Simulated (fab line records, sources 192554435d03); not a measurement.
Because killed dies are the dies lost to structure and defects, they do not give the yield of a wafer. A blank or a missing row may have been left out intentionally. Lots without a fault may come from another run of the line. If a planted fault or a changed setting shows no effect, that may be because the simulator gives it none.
Which tool is to blame? + flow n5Finfet + 10 lots with 30 wafers sampled at 5 steps, on a route of 1938 steps

WHAT EACH GAUGE READ, for each wafer
N5_BEOL_M4_RC_MEAS_101. Usual: DIBL_N 36.8 mV/V, standard deviation 2.1; DIBL_P 37.1 mV/V, standard deviation 2.2; IOFF_N 0.18 nA/um, standard deviation 0.037; IOFF_P 0.23 nA/um, standard deviation 0.041; IOFF_P_85C 3.9 nA/um, standard deviation 0.58; IOFF_P_LIN 0.105 nA/um, standard deviation 0.015; ION_N 682 uA/um, standard deviation 13; ION_P 467 uA/um, standard deviation 8.6; REXT_P 101.2 ohm.um, standard deviation 2.6; SS_N 71.7 mV/dec, standard deviation 0.61; SS_P 73.5 mV/dec, standard deviation 0.6; VT_N 248 mV, standard deviation 3.4; VT_P -249 mV, standard deviation 3.5; VT_P_LVT -98 mV, standard deviation 3.4.
| lot  | measured     | on        | DIBL_N (mV/V)  | DIBL_P (mV/V)  | IOFF_N (nA/um) | IOFF_P (nA/um) | IOFF_P_85C (nA/um) | IOFF_P_LIN (nA/um) | ION_N (uA/um) | ION_P (uA/um) | REXT_P (ohm.um)   | SS_N (mV/dec)  | SS_P (mV/dec)  | VT_N (mV)   | VT_P (mV)      | VT_P_LVT (mV)  | flag |
|------|--------------|-----------|----------------|----------------|----------------|----------------|--------------------|--------------------|---------------|---------------|-------------------|----------------|----------------|-------------|----------------|----------------|------|
| L581 | day 8 01:06  | prober-01 | 39.8 39.1 40.5 | 39.1 37.5 39.5 | 0.22 0.19 0.24 | 0.26 0.23 0.28 | 4.5 4.1 4.7        | 0.117 0.109 0.124  | 695 691 706   | 474 467 479   | 105.4 105.3 106.1 | 72.5 72.8 72.6 | 74.0 73.8 73.9 | 244 247 245 | -249 -247 -246 | -96 -97 -93    |      |
| L582 | day 8 14:53  | prober-01 | 33.7 32.8 34.0 | 35.1 33.8 34.8 | 0.12 0.10 0.12 | 0.17 0.15 0.16 | 3.0 2.7 2.9        | 0.081 0.073 0.080  | 662 649 662   | 457 440 452   | 105.9 105.7 104.5 | 70.5 70.6 70.7 | 72.7 72.9 72.3 | 252 257 253 | -252 -256 -257 | -103 -105 -102 |      |
| L583 | day 8 14:21  | prober-02 | 36.5 36.7 35.4 | 36.6 36.8 34.2 | 0.16 0.17 0.14 | 0.21 0.21 0.17 | 3.6 3.7 3.1        | 0.096 0.098 0.085  | 678 674 673   | 466 460 455   | 100.4 101.4 101.1 | 71.6 71.4 70.7 | 73.2 73.2 72.6 | 245 249 251 | -252 -250 -252 | -100 -100 -102 |      |
| L584 | day 8 20:50  | prober-02 | 32.2 32.3 34.1 | 32.8 32.7 34.5 | 0.13 0.13 0.16 | 0.18 0.18 0.21 | 3.2 3.3 3.6        | 0.089 0.088 0.099  | 668 678 683   | 461 466 470   | 100.4 100.4 99.1  | 70.8 70.5 71.5 | 72.8 72.8 73.6 | 250 253 248 | -250 -249 -250 | -101 -101 -99  |      |
| L586 | day 9 13:36  | prober-01 | 37.9 37.7 36.2 | 37.5 65.0 37.0 | 0.18 0.18 0.14 | 0.21 3.42 0.19 | 3.6 37.3 3.3       | 0.098 0.755 0.089  | 657 675 659   | 445 560 449   | 104.5 80.7 105.5  | 72.1 71.6 71.4 | 73.3 81.8 72.8 | 250 247 253 | -250 -210 -251 | -100 -56 -100  | OFF  |
| L589 | day 10 00:05 | prober-01 | 38.1 37.7 38.8 | 37.8 37.0 39.0 | 0.21 0.20 0.20 | 0.24 0.24 0.26 | 4.2 4.1 4.4        | 0.111 0.108 0.115  | 690 691 689   | 473 479 472   | 99.0 99.1 99.5    | 71.3 72.4 71.8 | 73.8 73.3 73.7 | 245 244 248 | -247 -249 -248 | -97 -98 -97    |      |
| L590 | day 10 17:53 | prober-02 | 37.8 39.9 37.2 | 39.9 64.5 39.6 | 0.21 0.27 0.21 | 0.22 2.67 0.21 | 3.8 30.8 3.8       | 0.102 0.779 0.100  | 706 712 691   | 474 580 470   | 102.7 77.9 102.6  | 71.9 72.3 71.8 | 74.5 78.1 73.7 | 246 241 246 | -250 -208 -251 | -98 -55 -99    | OFF  |
| L600 | day 13 06:46 | prober-02 | 38.5 34.8 36.3 | 39.1 34.6 36.2 | 0.22 0.14 0.18 | 0.26 0.18 0.21 | 4.4 3.3 3.6        | 0.116 0.090 0.100  | 699 669 696   | 473 467 472   | 96.9 96.9 97.1    | 71.3 70.4 70.7 | 75.0 73.3 73.9 | 245 253 247 | -248 -249 -251 | -97 -102 -100  |      |
| L601 | day 13 14:47 | prober-01 | 37.0 37.0 39.1 | 39.5 39.3 41.5 | 0.20 0.19 0.24 | 0.29 0.29 0.33 | 4.7 4.7 5.3        | 0.132 0.132 0.144  | 694 685 696   | 475 476 480   | 100.2 99.2 99.2   | 72.4 71.6 73.0 | 74.0 73.7 74.6 | 245 247 244 | -242 -242 -242 | -91 -91 -90    |      |
| L602 | day 13 08:25 | prober-01 | 35.1 35.8 37.7 | 37.3 37.5 41.0 | 0.16 0.16 0.22 | 0.20 0.20 0.26 | 3.6 3.6 4.5        | 0.098 0.096 0.118  | 677 684 690   | 466 464 468   | 102.2 102.1 101.6 | 70.8 71.4 71.8 | 72.6 73.9 74.3 | 249 250 247 | -250 -250 -248 | -101 -101 -97  |      |

N5_BEOL_M5_THK_MEAS_01. Usual: M5_ILD_THK typically reads 121.0 nm, with standard deviation 1.7.
| lot  | measured     | on           | M5_ILD_THK (nm)   | flag |
|------|--------------|--------------|-------------------|------|
| L581 | day 8 03:07  | filmMetro-02 | 119.7 117.5 120.8 |      |
| L582 | day 8 16:26  | filmMetro-01 | 120.9 119.6 120.7 |      |
| L583 | day 8 15:53  | filmMetro-01 | 117.5 121.4 119.8 |      |
| L584 | day 8 22:22  | filmMetro-01 | 119.5 118.9 121.4 |      |
| L586 | day 9 15:11  | filmMetro-02 | 120.4 121.4 121.0 |      |
| L589 | day 10 01:29 | filmMetro-02 | 120.5 123.2 120.6 |      |
| L590 | day 10 19:25 | filmMetro-01 | 120.4 118.5 120.3 |      |
| L600 | day 13 08:00 | filmMetro-02 | 119.1 121.5 121.2 |      |
| L601 | day 13 16:00 | filmMetro-01 | 120.1 121.8 123.0 |      |
| L602 | day 13 09:57 | filmMetro-02 | 121.7 121.9 123.9 |      |

EACH LOT AND THE TOOL THAT RAN IT (in order: tool; ch and the chambers of the sampled wafers; start)
| lot  | N5_SD_EPI_P_VAPOR_ETCH_44     | N5_BEOL_M4_ANNEAL_93        | N5_BEOL_M4_CMP_52             |
|------|-------------------------------|-----------------------------|-------------------------------|
| L581 | epiRpcvd-01 ch 0, day 3 14:23 | pvdSputter-03, day 7 22:16  | cmp-03 ch 1,2,3, day 8 00:31  |
| L582 | epiRpcvd-01 ch 0, day 3 20:38 | pvdSputter-01, day 8 13:05  | cmp-03 ch 1,2,3, day 8 14:13  |
| L583 | epiRpcvd-01 ch 0, day 4 01:32 | pvdSputter-03, day 8 12:52  | cmp-02 ch 0,1,2, day 8 13:45  |
| L584 | epiRpcvd-01 ch 0, day 4 07:59 | pvdSputter-02, day 8 19:17  | cmp-03 ch 1,3, day 8 20:12    |
| L586 | epiRpcvd-01 ch 0, day 4 21:14 | pvdSputter-03, day 9 12:07  | cmp-01 ch 1,2, day 9 12:58    |
| L589 | epiRpcvd-02 ch 0, day 5 12:31 | pvdSputter-02, day 9 22:28  | cmp-03 ch 1,2, day 9 23:22    |
| L590 | epiRpcvd-01 ch 0, day 6 01:12 | pvdSputter-01, day 10 16:16 | cmp-03 ch 0,2,3, day 10 17:17 |
| L600 | epiRpcvd-01 ch 0, day 8 09:07 | pvdSputter-02, day 13 05:00 | cmp-01 ch 1,2, day 13 05:53   |
| L601 | epiRpcvd-03 ch 0, day 8 12:43 | pvdSputter-03, day 13 12:53 | cmp-03 ch 1,2,3, day 13 13:58 |
| L602 | epiRpcvd-01 ch 0, day 8 20:59 | pvdSputter-03, day 13 06:32 | cmp-01 ch 0,1, day 13 07:35   |
- N5_SD_EPI_P_VAPOR_ETCH_44: etches SiGe30 in NF3/Ar, time 3.3 s.
- N5_BEOL_M4_ANNEAL_93: time 240 s.
- N5_BEOL_M4_CMP_52: polishes, stops on SiOC, t overpolish 6.8 s, target thk 40 nm.

WHAT THE TOOLS THEMSELVES READ (means of the sampled wafers that have a number; where no wafer has one, the mark that the record gives instead)
N5_BEOL_M4_ANNEAL_93. Usual: heaterPowerW 823 W, standard deviation 83; susceptor_temp_C_max 400.9, standard deviation 0.31.
| lot  | tool          | heaterPowerW (W) | susceptor_temp_C_max | flag |
|------|---------------|------------------|----------------------|------|
| L581 | pvdSputter-03 | 781              | 400.7                |      |
| L582 | pvdSputter-01 | 924              | 400.7                |      |
| L583 | pvdSputter-03 | 758              | 401.0                |      |
| L584 | pvdSputter-02 | 809              | 400.7                |      |
| L586 | pvdSputter-03 | 745              | 401.1                |      |
| L589 | pvdSputter-02 | 899              | 400.7                |      |
| L590 | pvdSputter-01 | 919              | 400.8                |      |
| L600 | pvdSputter-02 | 832              | 400.8                |      |
| L601 | pvdSputter-03 | 753              | 401.2                |      |
| L602 | pvdSputter-03 | 748              | 400.9                |      |

N5_BEOL_M4_CMP_52. Usual: barrierFieldEndpointS 24.6 s, standard deviation 0.74; motorCurrentA 5.7 A, standard deviation 0.57; overpolishRunS 6.799 s, standard deviation 0.0097; timeToEndpointS 62 s, standard deviation 3.7.
| lot  | tool   | barrierFieldEndpointS (s) | motorCurrentA (A) | overpolishRunS (s) | timeToEndpointS (s) | flag |
|------|--------|---------------------------|-------------------|--------------------|---------------------|------|
| L581 | cmp-03 | 24.8                      | 5.6               | 6.786              | 64                  |      |
| L582 | cmp-03 | 24.2                      | 5.6               | 6.787              | 60                  |      |
| L583 | cmp-02 | 23.5                      | 5.8               | 6.799              | 56                  |      |
| L584 | cmp-03 | 23.9                      | 5.7               | 6.793              | 62                  |      |
| L586 | cmp-01 | 24.7                      | 6.4               | 6.804              | 64                  |      |
| L589 | cmp-03 | 24.2                      | 6.2               | 6.810              | 64                  |      |
| L590 | cmp-03 | 24.1                      | 5.4               | 6.794              | 58                  |      |
| L600 | cmp-01 | 25.7                      | 6.5               | 6.800              | 65                  |      |
| L601 | cmp-03 | 24.7                      | 5.7               | 6.799              | 62                  |      |
| L602 | cmp-01 | 25.2                      | 5.6               | 6.793              | 67                  |      |

THE ANSWER, worked out from the rows above alone
Rule: take the mean of a lot's wafers that have a number; if it is more than 3 standard deviations from the usual mean, the lot is off. A lot without any number at a reading at which 4 lots or more have one is off too. Where the step has rows for the other lots, those lots are counted as sound. The gauges are gone through in route order, then the tools' own readings, and for those a lot's mean is taken as printed above. At the first step where some lot is off, the reading lying furthest off is the one used; lots without a number count as furthest.
Off: L586, L590, seen at N5_BEOL_M4_RC_MEAS_101 (IOFF_P).
If a tool, at a process step before that reading, ran all the lots that are off and no sound lot after the first of them, it fits. Gauges at N5_BEOL_M4_RC_MEAS_101: tried the same way as those tools. Not one of the candidates tried fits.

WHAT HAD BEEN PUT IN BY THE SIMULATOR
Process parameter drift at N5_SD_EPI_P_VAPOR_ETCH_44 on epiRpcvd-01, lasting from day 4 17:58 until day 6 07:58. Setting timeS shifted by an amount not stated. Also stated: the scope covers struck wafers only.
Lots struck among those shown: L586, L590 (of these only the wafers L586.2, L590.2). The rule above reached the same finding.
